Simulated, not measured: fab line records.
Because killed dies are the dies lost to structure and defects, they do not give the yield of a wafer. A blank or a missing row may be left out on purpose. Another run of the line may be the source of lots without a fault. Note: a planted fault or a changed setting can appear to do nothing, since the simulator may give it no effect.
Split-lot study | flow n5_finfet | 39 wafers read across 7 lots, on a route 1938 steps long

## THE SPLIT
At N5_DUMMY_GATE_ETCH_42 (etches SiO2 in CHF3/O2, target depth 3.5 nm, time 31 s), the setting bias_w was moved away from the recipe's 12 W on 15 of the 39 wafers read, by -15.7% to +11.7%. All remaining wafers had this setting at the recipe value.

The reading is taken at the split's own step.

## THE READING
rf_vpp_V, in V, at N5_DUMMY_GATE_ETCH_42 (etches SiO2 in CHF3/O2, target depth 3.5 nm, time 31 s). Fault-free wafers of this fab line usually give 42.4 V, standard deviation 1.2 V.

wafer  | tool, chamber at the split | bias_w as run, W | against the recipe | rf_vpp_V, V | against lot-mates on the recipe
L075.1 | rie_diel-04, 2             | 13.07            | +8.9%              | 46.8        | +5.5
L075.2 | rie_diel-04, 0             | 13.07            | +8.9%              | 45.9        | +4.6
L075.3 | rie_diel-04, 3             | 12               | recipe             | 42.3        | -
L075.4 | rie_diel-04, 1             | 12               | recipe             | 41.6        | -
L075.5 | rie_diel-04, 2             | 13.07            | +8.9%              | 45.0        | +3.7
L075.6 | rie_diel-04, 1             | 12               | recipe             | 40.1        | -
L076.1 | rie_diel-05, 0             | 12               | recipe             | 43.1        | -
L076.2 | rie_diel-05, 2             | 13.08            | +9.0%              | 43.8        | +1.3
L076.3 | rie_diel-05, 3             | 13.08            | +9.0%              | 47.0        | +4.5
L076.4 | rie_diel-05, 1             | 12               | recipe             | 41.9        | -
L076.5 | rie_diel-05, 0             | 12               | recipe             | 42.4        | -
L076.6 | rie_diel-05, 1             | 13.08            | +9.0%              | 45.5        | +3.0
L083.1 | rie_diel-04, 2             | 12               | recipe             | 40.3        | -
L083.2 | rie_diel-04, 0             | 12               | recipe             | 43.1        | -
L083.3 | rie_diel-04, 3             | 11.16            | -7.0%              | 38.4        | -2.9
L083.4 | rie_diel-04, 1             | 11.16            | -7.0%              | 39.9        | -1.4
L083.5 | rie_diel-04, 0             | 11.16            | -7.0%              | 40.3        | -1.0
L083.6 | rie_diel-04, 1             | 12               | recipe             | 40.5        | -
L084.3 | rie_diel-05, 1             | 12               | recipe             | 40.8        | -
L084.4 | rie_diel-05, 2             | 12               | recipe             | 41.8        | -
L084.5 | rie_diel-05, 3             | 12               | recipe             | 43.1        | -
L091.1 | rie_diel-05, 3             | 12               | recipe             | 42.6        | -
L091.2 | rie_diel-05, 1             | 12               | recipe             | 41.8        | -
L091.3 | rie_diel-05, 2             | 13.41            | +11.7%             | 46.5        | +4.9
L091.4 | rie_diel-05, 0             | 13.41            | +11.7%             | 46.2        | +4.6
L091.5 | rie_diel-05, 1             | 12               | recipe             | 40.5        | -
L091.6 | rie_diel-05, 2             | 13.41            | +11.7%             | 46.2        | +4.6
L093.1 | rie_diel-04, 2             | 12               | recipe             | 43.5        | -
L093.2 | rie_diel-04, 0             | 12               | recipe             | 43.3        | -
L093.3 | rie_diel-04, 1             | 12               | recipe             | 42.1        | -
L093.4 | rie_diel-04, 1             | 12               | recipe             | 41.1        | -
L093.5 | rie_diel-04, 2             | 12               | recipe             | 44.0        | -
L093.6 | rie_diel-04, 0             | 12               | recipe             | 44.5        | -
L097.1 | rie_diel-05, 0             | 12               | recipe             | 42.7        | -
L097.2 | rie_diel-05, 3             | 12               | recipe             | 42.4        | -
L097.3 | rie_diel-05, 2             | 10.12            | -15.7%             | 35.9        | -6.4
L097.4 | rie_diel-05, 1             | 12               | recipe             | 41.7        | -
L097.5 | rie_diel-05, 0             | 10.12            | -15.7%             | 36.8        | -5.5
L097.6 | rie_diel-05, 1             | 10.12            | -15.7%             | 35.9        | -6.4

THE FIT
A straight line over all 39 wafers: rf_vpp_V changes by +0.377 V for each +1% of bias_w; r = +0.92; the points scatter about the line by 1.1 V.
The same after taking each lot's own level away (the mean of its wafers on the recipe; 39 wafers): +0.386 V for each +1%; r = +0.94; scatter 1 V.
Per that fit: largest bias_w move, reading shift of 6 V.
From 41.30 to 43.08 V: that is the span of the lots' own levels, equal to 1.5 times the standard deviation above.
Hence the lot-to-lot level has little effect on the slope; both slopes agree.
Check: for one of the wafers moved furthest among these (-15.7%), held out of the fit, the line's prediction against its lot-mates is -5.82 V. Against them it came out at -6.37 V.
Tool readings at the split's step, against how far the setting was moved: rf_vpp_V r = +0.92.

## FURTHER SPLITS ON THESE WAFERS
Note: prior to the reading, these wafers also went through further splits. Each is held against what the fit with the lots' levels taken away leaves over:
other split on the same wafers       | wafers away from the commonest value | r with rf_vpp_V (lot level and that fit taken away)
N5_WELL_APT_EPI_41 target_thk_a      | 18                                   | +0.05
N5_DUMMY_GATE_ETCH_31 target_depth_a | 15                                   | -0.45
N5_DUMMY_GATE_ETCH_32 time_s         | 9                                    | -0.07

## FILE'S OWN FIT
rf_vpp_V changes by +0.386 V for each +1% of bias_w, r = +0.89.
